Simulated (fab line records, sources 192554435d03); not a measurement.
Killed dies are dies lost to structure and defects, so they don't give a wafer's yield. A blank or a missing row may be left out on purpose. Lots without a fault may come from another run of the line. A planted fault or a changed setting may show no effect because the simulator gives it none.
Chamber matching | flow n5_finfet | N5_GATE_CUT_ETCH_36 on rie_diel-01: 4 sister chambers
The step etches SiARC in CF4, target depth 13 nm, time 21.7 s. 4 wafers are shown with their chamber, then 9 later ones without.

WAFERS WITH THEIR CHAMBER
wafer  | chamber | drypump_motor_current_A (A)
L082.5 | 1       | 6.4
L090.1 | 0       | 6.2
L090.2 | 2       | 5.1
L090.6 | 3       | 5.9

WAFERS WITHOUT THEIR CHAMBER
wafer  | drypump_motor_current_A (A)
L092.1 | 6.3
L092.2 | 6.2
L092.6 | 5.1
L093.1 | 5.1
L093.4 | 6.4
L093.5 | 5.9
L094.1 | 5.9
L094.5 | 5.1
L094.6 | 5.9

WHICH CHAMBER EACH WENT THROUGH
wafer  | from the rows above     | in truth
L092.1 | can't be placed: 0 or 1 | 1
L092.2 | 0                       | 0
L092.6 | 2                       | 2
L093.1 | 2                       | 2
L093.4 | 1                       | 1
L093.5 | 3                       | 3
L094.1 | 3                       | 3
L094.5 | 2                       | 2
L094.6 | 3                       | 3
Placed correctly: 8 of 9. Can't be placed from these rows: 1 (the true chamber is among the candidates in 1). Placed wrongly: 0.
How it was worked out, from the rows above alone: a wafer's distance from a chamber is the root of the sum, over the readings, of the square of ((its reading less the chamber's mean) divided by the reading's scatter). The wafer belongs to the nearest chamber; if the next one is less than 2 further off, it can't be placed. A chamber's mean is the mean of its shown wafers. The scatter: with one shown wafer a chamber, the root of the mean of the squares of how far each hidden wafer lies from its nearest shown one.
